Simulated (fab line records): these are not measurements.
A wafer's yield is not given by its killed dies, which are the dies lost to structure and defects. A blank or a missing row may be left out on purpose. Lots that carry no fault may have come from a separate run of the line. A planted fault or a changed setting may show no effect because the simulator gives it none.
A sampling plan put to the test	flow n5-finfet	one fab line, 69 faults that these records tell of, each judged on the records of the lots that it struck; 1 more is left out, because the records don't allow judging it
The plan consists of the line's own looks: route steps at which the wafer is read by a gauge or an inspection but not changed. Where struck wafers have a number at a look and the file lists that look's usual mean and standard deviation on fault-free wafers, the look can be judged. Caught: a look later than the fault's first step finds the struck wafers' mean 4 or more of those standard deviations (sigma) from the usual mean. On the tool: the test repeated on the tool's own readings taken at the fault's steps. If the struck wafers alone have a blank record, or they carry another recipe, that too counts as caught.

THE FAULTS, as the simulator had put them in
1. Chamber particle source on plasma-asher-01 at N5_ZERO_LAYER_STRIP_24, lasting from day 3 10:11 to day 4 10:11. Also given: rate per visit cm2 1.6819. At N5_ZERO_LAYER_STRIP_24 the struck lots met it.
2. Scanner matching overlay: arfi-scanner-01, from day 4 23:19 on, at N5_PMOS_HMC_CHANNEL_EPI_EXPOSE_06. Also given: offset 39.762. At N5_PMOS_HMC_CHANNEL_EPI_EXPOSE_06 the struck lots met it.
3. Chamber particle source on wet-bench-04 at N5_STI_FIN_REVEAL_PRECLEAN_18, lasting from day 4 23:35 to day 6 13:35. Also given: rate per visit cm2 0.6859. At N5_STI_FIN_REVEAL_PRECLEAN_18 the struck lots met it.
4. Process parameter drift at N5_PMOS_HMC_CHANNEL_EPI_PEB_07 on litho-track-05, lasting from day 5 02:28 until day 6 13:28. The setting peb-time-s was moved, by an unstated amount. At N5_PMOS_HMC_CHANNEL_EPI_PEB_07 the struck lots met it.
5. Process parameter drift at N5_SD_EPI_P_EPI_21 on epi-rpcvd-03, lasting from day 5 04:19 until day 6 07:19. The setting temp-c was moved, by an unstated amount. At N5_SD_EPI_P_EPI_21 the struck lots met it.
6. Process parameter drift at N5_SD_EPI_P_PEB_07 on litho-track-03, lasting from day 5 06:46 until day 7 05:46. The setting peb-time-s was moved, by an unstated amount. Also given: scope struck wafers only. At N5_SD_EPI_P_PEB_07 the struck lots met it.
7. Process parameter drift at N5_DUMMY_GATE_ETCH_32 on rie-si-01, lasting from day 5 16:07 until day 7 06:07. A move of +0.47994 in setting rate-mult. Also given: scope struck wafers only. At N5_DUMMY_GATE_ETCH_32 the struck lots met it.
8. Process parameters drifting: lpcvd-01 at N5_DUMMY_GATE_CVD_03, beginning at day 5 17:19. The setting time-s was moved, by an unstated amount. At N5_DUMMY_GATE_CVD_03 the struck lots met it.
9. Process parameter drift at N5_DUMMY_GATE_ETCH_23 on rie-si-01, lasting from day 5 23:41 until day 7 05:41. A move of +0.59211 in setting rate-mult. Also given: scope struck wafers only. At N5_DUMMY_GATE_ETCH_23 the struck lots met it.
10. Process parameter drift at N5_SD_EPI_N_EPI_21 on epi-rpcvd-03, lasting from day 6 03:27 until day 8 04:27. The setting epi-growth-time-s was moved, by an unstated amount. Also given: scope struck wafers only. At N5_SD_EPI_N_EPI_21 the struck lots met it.
11. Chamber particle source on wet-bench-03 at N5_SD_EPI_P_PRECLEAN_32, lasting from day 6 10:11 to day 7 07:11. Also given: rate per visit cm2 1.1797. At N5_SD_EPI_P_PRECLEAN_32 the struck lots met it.
12. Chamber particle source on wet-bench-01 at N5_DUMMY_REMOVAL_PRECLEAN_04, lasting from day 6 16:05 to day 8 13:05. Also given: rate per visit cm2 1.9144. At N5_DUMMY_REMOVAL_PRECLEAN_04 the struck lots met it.
13. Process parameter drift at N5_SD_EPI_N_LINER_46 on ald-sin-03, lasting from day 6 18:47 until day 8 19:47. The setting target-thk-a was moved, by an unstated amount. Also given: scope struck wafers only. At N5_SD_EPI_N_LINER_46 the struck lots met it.
14. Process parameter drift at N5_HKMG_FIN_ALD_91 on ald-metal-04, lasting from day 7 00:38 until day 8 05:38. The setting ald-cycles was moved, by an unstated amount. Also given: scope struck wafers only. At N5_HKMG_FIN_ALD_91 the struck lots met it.
15. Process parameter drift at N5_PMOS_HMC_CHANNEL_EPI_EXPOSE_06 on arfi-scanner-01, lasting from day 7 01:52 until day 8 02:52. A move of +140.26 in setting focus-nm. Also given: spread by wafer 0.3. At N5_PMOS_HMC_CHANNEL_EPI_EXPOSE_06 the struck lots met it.
16. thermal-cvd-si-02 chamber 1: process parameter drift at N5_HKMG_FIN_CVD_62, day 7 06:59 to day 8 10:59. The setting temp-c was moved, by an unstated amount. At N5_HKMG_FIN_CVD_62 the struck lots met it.
17. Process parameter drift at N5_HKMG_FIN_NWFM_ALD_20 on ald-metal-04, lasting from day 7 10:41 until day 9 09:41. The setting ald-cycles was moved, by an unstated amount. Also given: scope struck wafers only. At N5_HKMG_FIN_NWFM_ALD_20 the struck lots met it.
18. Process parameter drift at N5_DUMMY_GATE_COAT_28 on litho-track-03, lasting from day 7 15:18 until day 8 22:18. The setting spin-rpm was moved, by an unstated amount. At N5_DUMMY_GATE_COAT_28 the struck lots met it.
19. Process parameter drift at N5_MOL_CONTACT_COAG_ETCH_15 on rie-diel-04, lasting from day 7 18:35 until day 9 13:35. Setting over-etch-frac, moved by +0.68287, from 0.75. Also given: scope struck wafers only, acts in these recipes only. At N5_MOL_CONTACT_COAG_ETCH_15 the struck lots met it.
20. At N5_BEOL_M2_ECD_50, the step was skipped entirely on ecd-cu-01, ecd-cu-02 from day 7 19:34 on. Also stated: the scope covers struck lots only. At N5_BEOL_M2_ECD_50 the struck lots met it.
21. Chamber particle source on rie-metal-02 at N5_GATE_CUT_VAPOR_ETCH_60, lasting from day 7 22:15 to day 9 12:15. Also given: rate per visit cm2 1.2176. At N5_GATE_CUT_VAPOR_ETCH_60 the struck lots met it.
22. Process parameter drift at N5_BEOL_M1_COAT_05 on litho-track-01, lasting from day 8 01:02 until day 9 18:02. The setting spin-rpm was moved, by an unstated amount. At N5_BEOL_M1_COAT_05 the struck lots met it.
23. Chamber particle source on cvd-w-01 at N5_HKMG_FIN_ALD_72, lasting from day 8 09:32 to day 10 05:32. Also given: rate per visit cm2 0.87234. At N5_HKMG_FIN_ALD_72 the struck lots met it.
24. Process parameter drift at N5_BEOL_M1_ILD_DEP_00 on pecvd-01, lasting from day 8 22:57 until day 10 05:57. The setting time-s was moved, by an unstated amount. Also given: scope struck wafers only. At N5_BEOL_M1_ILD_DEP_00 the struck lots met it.
25. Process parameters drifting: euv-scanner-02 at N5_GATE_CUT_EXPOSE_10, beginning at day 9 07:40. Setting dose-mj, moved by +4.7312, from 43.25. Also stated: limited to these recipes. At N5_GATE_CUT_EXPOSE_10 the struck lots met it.
26. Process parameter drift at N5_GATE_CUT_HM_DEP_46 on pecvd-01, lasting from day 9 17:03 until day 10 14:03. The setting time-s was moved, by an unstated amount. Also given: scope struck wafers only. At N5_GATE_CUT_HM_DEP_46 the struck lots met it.
27. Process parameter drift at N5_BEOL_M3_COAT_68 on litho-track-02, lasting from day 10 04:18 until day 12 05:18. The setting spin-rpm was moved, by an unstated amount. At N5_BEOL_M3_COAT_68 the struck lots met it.
28. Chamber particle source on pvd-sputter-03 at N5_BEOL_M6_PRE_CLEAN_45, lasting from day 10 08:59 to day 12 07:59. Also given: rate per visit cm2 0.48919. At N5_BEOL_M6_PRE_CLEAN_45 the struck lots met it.
29. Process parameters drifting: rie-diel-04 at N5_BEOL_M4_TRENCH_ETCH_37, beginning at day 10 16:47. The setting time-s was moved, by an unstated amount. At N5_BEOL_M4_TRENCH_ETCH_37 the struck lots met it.
30. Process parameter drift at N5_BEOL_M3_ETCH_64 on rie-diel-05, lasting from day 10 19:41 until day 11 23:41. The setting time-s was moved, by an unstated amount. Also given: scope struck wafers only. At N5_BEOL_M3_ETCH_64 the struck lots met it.
31. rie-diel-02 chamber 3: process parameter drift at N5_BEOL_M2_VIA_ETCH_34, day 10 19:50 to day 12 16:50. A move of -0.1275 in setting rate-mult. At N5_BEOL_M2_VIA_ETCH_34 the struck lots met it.
32. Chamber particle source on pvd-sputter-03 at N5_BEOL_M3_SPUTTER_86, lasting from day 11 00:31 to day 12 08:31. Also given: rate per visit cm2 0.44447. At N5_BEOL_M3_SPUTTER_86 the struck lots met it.
33. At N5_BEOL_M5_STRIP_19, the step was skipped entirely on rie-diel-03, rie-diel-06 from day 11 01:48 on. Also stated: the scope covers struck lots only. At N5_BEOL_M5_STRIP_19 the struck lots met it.
34. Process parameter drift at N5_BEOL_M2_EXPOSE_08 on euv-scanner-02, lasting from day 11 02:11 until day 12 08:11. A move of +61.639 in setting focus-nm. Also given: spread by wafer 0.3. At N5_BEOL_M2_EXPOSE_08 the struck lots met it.
35. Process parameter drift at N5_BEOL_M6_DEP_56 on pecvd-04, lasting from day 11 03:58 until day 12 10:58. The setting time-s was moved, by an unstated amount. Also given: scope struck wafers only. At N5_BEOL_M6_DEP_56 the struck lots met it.
36. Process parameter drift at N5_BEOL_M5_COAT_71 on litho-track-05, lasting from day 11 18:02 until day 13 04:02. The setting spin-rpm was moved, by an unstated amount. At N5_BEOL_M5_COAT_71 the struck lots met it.
37. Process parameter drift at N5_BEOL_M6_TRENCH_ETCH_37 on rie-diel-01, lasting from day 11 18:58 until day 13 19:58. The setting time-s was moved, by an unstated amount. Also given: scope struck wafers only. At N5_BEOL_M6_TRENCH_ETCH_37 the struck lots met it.
38. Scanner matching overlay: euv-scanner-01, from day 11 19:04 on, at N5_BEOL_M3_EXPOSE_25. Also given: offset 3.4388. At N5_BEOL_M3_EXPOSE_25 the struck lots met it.
39. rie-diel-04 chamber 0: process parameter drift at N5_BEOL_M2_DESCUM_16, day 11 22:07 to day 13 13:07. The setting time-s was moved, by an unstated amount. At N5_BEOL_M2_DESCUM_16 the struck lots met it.
40. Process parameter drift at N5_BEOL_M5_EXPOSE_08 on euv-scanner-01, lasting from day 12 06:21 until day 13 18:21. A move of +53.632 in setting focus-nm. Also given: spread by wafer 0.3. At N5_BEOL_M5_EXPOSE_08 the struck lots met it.
41. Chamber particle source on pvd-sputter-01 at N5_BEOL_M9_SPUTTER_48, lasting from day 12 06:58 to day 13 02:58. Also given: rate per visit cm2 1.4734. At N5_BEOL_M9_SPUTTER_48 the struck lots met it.
42. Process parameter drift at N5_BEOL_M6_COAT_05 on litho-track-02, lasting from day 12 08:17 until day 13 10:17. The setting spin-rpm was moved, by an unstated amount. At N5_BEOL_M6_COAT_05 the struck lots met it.
43. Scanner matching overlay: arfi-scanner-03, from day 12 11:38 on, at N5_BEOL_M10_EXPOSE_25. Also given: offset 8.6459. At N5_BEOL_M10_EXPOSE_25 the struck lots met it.
44. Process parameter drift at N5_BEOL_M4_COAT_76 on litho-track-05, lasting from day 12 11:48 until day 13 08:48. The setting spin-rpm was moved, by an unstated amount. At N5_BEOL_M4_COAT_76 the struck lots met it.
45. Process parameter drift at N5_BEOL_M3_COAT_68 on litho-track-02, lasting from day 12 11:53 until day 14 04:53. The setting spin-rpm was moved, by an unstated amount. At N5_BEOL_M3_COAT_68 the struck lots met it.
46. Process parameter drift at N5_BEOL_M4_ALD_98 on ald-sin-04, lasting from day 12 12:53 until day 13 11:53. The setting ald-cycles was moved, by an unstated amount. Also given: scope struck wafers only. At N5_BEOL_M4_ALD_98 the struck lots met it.
47. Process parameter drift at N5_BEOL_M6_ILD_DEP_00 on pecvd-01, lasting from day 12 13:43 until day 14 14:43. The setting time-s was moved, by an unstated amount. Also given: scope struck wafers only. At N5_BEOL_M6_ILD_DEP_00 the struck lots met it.
48. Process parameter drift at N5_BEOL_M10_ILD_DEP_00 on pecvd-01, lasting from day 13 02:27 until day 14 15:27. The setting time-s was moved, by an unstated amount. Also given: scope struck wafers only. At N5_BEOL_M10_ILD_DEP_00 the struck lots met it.
49. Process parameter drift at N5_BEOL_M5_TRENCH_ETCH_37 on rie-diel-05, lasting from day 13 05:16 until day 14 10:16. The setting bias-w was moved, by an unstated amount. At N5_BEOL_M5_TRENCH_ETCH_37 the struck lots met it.
50. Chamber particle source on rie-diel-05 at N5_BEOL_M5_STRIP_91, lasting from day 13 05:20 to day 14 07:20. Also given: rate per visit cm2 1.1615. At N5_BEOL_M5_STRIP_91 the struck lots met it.
51. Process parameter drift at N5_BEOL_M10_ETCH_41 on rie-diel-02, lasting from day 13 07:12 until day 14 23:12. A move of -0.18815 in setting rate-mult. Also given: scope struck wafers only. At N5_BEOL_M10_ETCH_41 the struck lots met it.
52. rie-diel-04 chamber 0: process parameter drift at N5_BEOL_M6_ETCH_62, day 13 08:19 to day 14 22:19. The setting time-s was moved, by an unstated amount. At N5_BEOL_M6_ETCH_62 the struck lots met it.
53. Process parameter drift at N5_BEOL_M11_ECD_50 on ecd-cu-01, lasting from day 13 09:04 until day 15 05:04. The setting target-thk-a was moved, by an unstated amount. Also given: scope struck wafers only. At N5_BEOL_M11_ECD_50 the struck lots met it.
54. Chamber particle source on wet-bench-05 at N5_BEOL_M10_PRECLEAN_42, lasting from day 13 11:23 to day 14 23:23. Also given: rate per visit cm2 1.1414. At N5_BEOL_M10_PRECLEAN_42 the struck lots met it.
55. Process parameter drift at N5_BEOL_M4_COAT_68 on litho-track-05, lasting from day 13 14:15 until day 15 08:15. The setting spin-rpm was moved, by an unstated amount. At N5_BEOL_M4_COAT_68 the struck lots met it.
56. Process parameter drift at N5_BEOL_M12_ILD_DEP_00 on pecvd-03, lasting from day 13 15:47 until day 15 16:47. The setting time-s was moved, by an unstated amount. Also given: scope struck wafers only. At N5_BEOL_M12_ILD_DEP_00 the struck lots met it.
57. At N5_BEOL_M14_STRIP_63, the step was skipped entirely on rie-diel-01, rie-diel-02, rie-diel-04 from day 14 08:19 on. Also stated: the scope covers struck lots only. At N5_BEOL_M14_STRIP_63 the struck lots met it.
58. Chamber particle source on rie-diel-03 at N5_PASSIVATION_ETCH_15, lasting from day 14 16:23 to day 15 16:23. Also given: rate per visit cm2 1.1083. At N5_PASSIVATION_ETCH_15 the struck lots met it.
59. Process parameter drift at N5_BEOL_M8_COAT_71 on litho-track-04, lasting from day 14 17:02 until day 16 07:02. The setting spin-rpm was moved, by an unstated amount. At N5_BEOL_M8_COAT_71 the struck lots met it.
60. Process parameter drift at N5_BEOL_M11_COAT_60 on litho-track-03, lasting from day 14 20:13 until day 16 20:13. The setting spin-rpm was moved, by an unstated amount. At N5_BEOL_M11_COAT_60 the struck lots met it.
61. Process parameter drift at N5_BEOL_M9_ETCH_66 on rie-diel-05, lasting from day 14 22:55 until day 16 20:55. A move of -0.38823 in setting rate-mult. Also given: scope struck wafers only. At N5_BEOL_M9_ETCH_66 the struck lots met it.
62. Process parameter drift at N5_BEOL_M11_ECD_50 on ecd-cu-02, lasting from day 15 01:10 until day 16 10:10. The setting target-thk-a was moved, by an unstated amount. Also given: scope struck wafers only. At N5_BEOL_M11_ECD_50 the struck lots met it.
63. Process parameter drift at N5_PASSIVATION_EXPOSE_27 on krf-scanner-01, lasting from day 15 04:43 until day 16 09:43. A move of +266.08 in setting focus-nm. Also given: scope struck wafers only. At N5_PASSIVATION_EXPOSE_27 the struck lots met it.
64. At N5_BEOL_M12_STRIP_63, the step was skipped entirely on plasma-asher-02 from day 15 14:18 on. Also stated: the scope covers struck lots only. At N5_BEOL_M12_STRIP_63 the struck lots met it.
65. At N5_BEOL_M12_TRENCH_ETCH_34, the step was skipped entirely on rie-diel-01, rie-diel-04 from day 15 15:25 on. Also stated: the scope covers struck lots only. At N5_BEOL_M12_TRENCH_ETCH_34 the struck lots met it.
66. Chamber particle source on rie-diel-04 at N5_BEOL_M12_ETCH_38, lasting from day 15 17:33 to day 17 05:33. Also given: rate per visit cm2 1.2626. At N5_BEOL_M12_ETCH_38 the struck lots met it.
67. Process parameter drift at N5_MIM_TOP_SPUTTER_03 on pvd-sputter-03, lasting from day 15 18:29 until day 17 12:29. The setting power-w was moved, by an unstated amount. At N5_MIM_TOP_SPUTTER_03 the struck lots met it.
68. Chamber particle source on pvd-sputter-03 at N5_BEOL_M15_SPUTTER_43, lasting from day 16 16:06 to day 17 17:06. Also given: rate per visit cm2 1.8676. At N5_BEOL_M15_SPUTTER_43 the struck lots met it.
69. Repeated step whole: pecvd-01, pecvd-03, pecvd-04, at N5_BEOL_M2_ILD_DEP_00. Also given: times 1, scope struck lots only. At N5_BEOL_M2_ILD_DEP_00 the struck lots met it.

WHAT THE PLAN SAW
fault	on the tool itself	first look that catches it	reading, sigma	median hours from its first step to that look	hours from the fault's start to the first struck lot there	judged looks passed uncaught
1	under 2 sigma	N5_ZERO_LAYER_INSPECT_20	raw-defect-count +82	0.4	4	0
2	under 2 sigma	N5_PMOS_HMC_CHANNEL_EPI_OVL_MEAS_10	PMOS_HMC_BLK_OVL +54	0.2	7	0
3	no reading that can be judged	N5_STI_FIN_REVEAL_INSPECT_13	raw-defect-count +84	0.1	3	0
4	no reading that can be judged	N5_PMOS_HMC_CHANNEL_EPI_CD_MEAS_09	cd-nm +5.4	0.1	3	0
5	susceptor-temp-C +76 sigma	N5_SD_EPI_P_EPI_MEAS_23	thk-nm +22	1.7	12	0
6	no reading that can be judged	N5_SD_EPI_P_CD_MEAS_09	cd-nm +7.2	0.1	3	0
7	oes-product-au +13 sigma	not the one look that can be judged after it	-	-	-	1
8	under 2 sigma	N5_DUMMY_GATE_THK_MEAS_05	thk-nm -13	4.0	18	0
9	oes-product-au +22 sigma	not the one look that can be judged after it	-	-	-	1
10	no reading that can be judged	N5_SD_EPI_N_EPI_MEAS_23	thk-nm +10	1.2	8	0
11	no reading that can be judged	N5_SD_EPI_P_INSPECT_26	raw-defect-count +18	0.1	7	0
12	no reading that can be judged	no look after it can be judged	-	-	-	0
13	under 2 sigma	none of the 4 looks that can be judged after it	-	-	-	4
14	under 2 sigma	no look after it can be judged	-	-	-	0
15	exposure-dose-mJ-cm2 -92 sigma	N5_PMOS_HMC_CHANNEL_EPI_CD_MEAS_09	cd-nm +99 or beyond	0.1	10	0
16	susceptor-temp-C +99 or beyond sigma	no look after it can be judged	-	-	-	0
17	under 2 sigma	no look after it can be judged	-	-	-	0
18	spin-speed-rpm -99 or beyond sigma	no look after it can be judged	-	-	-	0
19	only faintly: oes-product-au -3.0 sigma	no look after it can be judged	-	-	-	0
20	no reading that can be judged	no look after it can be judged	-	-	-	0
21	under 2 sigma	none of the 2 looks that can be judged after it	-	-	-	2
22	spin-speed-rpm -51 sigma	not the one look that can be judged after it	-	-	-	1
23	under 2 sigma	not the one look that can be judged after it	-	-	-	1
24	under 2 sigma	N5_BEOL_M1_THK_MEAS_01	M1_ILD_THK +54	0.1	1	0
25	exposure-dose-mJ-cm2 +12 sigma	N5_GATE_CUT_CD_MEAS_13	cd-nm +7.9	0.1	4	0
26	under 2 sigma	N5_GATE_CUT_THK_MEAS_24	GC_FILL_THK -13	3.3	9	0
27	spin-speed-rpm -69 sigma	not the one look that can be judged after it	-	-	-	1
28	under 2 sigma	not the one look that can be judged after it	-	-	-	1
29	run-length-s +5.4 sigma	none of the 4 looks that can be judged after it	strongest: trench-depth-nm at N5_BEOL_M4_OCD_MEAS_38, +4.0	-	-	4
30	under 2 sigma	not the one look that can be judged after it	-	-	-	1
31	under 2 sigma	not the one look that can be judged after it	-	-	-	1
32	under 2 sigma	no look after it can be judged	-	-	-	0
33	the tool's record is blank for the struck wafers	no look after it can be judged	-	-	-	0
34	under 2 sigma	none of the 2 looks that can be judged after it	-	-	-	2
35	only faintly: throttle-valve-pct -2.0 sigma	not the one look that can be judged after it	-	-	-	1
36	spin-speed-rpm +99 or beyond sigma	no look after it can be judged	-	-	-	0
37	run-length-s +21 sigma	N5_BEOL_M6_OCD_MEAS_38	trench-depth-nm +13	0.2	26	0
38	no reading that can be judged	N5_BEOL_M3_OVL_MEAS_29	V2_OVL +4.2	0.2	11	0
39	only faintly: rf-vpp-V +2.3 sigma	not the one look that can be judged after it	-	-	-	1
40	under 2 sigma	no look after it can be judged	-	-	-	0
41	under 2 sigma	no look after it can be judged	-	-	-	0
42	spin-speed-rpm +99 or beyond sigma	none of the 3 looks that can be judged after it	-	-	-	3
43	no reading that can be judged	N5_BEOL_M10_OVL_MEAS_29	V9_OVL +11	0.2	8	0
44	spin-speed-rpm +99 or beyond sigma	not the one look that can be judged after it	-	-	-	1
45	spin-speed-rpm +99 or beyond sigma	not the one look that can be judged after it	-	-	-	1
46	under 2 sigma	not the one look that can be judged after it	-	-	-	1
47	under 2 sigma	N5_BEOL_M6_THK_MEAS_01	M6_ILD_THK +23	0.9	30	0
48	run-length-s +72 sigma	N5_BEOL_M10_THK_MEAS_01	M10_ILD_THK +54	0.6	1	0
49	bias-w -59 sigma	none of the 2 looks that can be judged after it	strongest: trench-depth-nm at N5_BEOL_M5_OCD_MEAS_38, -2.5	-	-	2
50	under 2 sigma	no look after it can be judged	-	-	-	0
51	under 2 sigma	no look after it can be judged	-	-	-	0
52	under 2 sigma	N5_BEOL_M6_CD_MEAS_18	cd-nm +4.8	0.4	11	0
53	no reading that can be judged	not the one look that can be judged after it	-	-	-	1
54	no reading that can be judged	no look after it can be judged	-	-	-	0
55	spin-speed-rpm -40 sigma	not the one look that can be judged after it	-	-	-	1
56	run-length-s -43 sigma	N5_BEOL_M12_THK_MEAS_01	M12_ILD_THK -13	0.1	4	0
57	no reading that can be judged	no look after it can be judged	-	-	-	0
58	under 2 sigma	no look after it can be judged	-	-	-	0
59	spin-speed-rpm +99 or beyond sigma	no look after it can be judged	-	-	-	0
60	spin-speed-rpm +99 or beyond sigma	no look after it can be judged	-	-	-	0
61	under 2 sigma	no look after it can be judged	-	-	-	0
62	no reading that can be judged	not the one look that can be judged after it	-	-	-	1
63	no reading that can be judged	none of the 2 looks that can be judged after it	strongest: cd-nm at N5_PASSIVATION_CD_MEAS_30, +2.7	-	-	2
64	the tool's record is blank for the struck wafers	not the one look that can be judged after it	-	-	-	1
65	the tool's record is blank for the struck wafers	N5_BEOL_M12_OCD_MEAS_35	trench-depth-nm -59	0.2	7	0
66	under 2 sigma	no look after it can be judged	-	-	-	0
67	cathode-dc-power-W +99 or beyond sigma	no look after it can be judged	-	-	-	0
68	under 2 sigma	no look after it can be judged	-	-	-	0
69	under 2 sigma	N5_BEOL_M2_THK_MEAS_01	M2_ILD_THK +80	0.4	-	0
A dash: this means the fault isn't caught or the number doesn't appear in these records.

Caught at a look: 22 of 69. Caught on the tool: 25 of 69. By one or the other: 40 of 69.
Faults caught by the tool alone: 7, 9, 16, 18, 22, 27, 29, 33, 36, 42, 44, 45, 49, 55, 59, 60, 64, 67.
Caught at a look alone: faults 1, 2, 3, 4, 6, 8, 10, 11, 24, 26, 38, 43, 47, 52, 69.
Caught by neither: faults 12, 13, 14, 17, 19, 20, 21, 23, 28, 30, 31, 32, 34, 35, 39, 40, 41, 46, 50, 51, 53, 54, 57, 58, 61, 62, 63, 66, 68.

THINNER SAMPLING
If the look that catches a fault measured only every second or every third lot, by lot number, the first struck lot would be measured this late in the worst case:
fault	struck lots at that look, in order of time	every lot	every second lot	every third lot
1	L163, L165	4 h	may miss all 2	may miss all 2
2	L265, L269	7 h	may miss all 2	may miss all 2
3	L338, L340	3 h	may miss all 2	may miss all 2
4	L693, L695, L698	3 h	33 h	may miss all 3
5	L615, L617	12 h	may miss all 2	may miss all 2
6	L323, L327, L328	3 h	29 h	29 h
8	L537, L538	18 h	26 h	may miss all 2
10	L678, L681	8 h	26 h	may miss all 2
11	L249, L250	7 h	11 h	may miss all 2
15	L116	10 h	may miss it	may miss it
24	L427, L428, L429	1 h	4 h	18 h
25	L345, L346	4 h	15 h	may miss all 2
26	L853, L854	9 h	10 h	may miss all 2
37	L754	26 h	may miss it	may miss it
38	L697, L698	11 h	27 h	may miss all 2
43	L792, L791	8 h	13 h	may miss all 2
47	L458, L461	30 h	46 h	may miss all 2
48	L599	1 h	may miss it	may miss it
52	L447	11 h	may miss it	may miss it
56	L354, L358	4 h	may miss all 2	may miss all 2
65	L730, L732, L731	7 h	18 h	18 h
The hour figures run from when the fault began to the first measured lot among those it struck. Since the struck wafers were tested as one group against 4 sigma, a single lot by itself may lie under the limit. Other struck lots may not be in these records.

THE LONGEST TIMED WAY FROM STEP TO LOOK
Fault 8: a median of 4.0 hours passes between N5_DUMMY_GATE_CVD_03 and N5_DUMMY_GATE_THK_MEAS_05. No look between them can be judged.
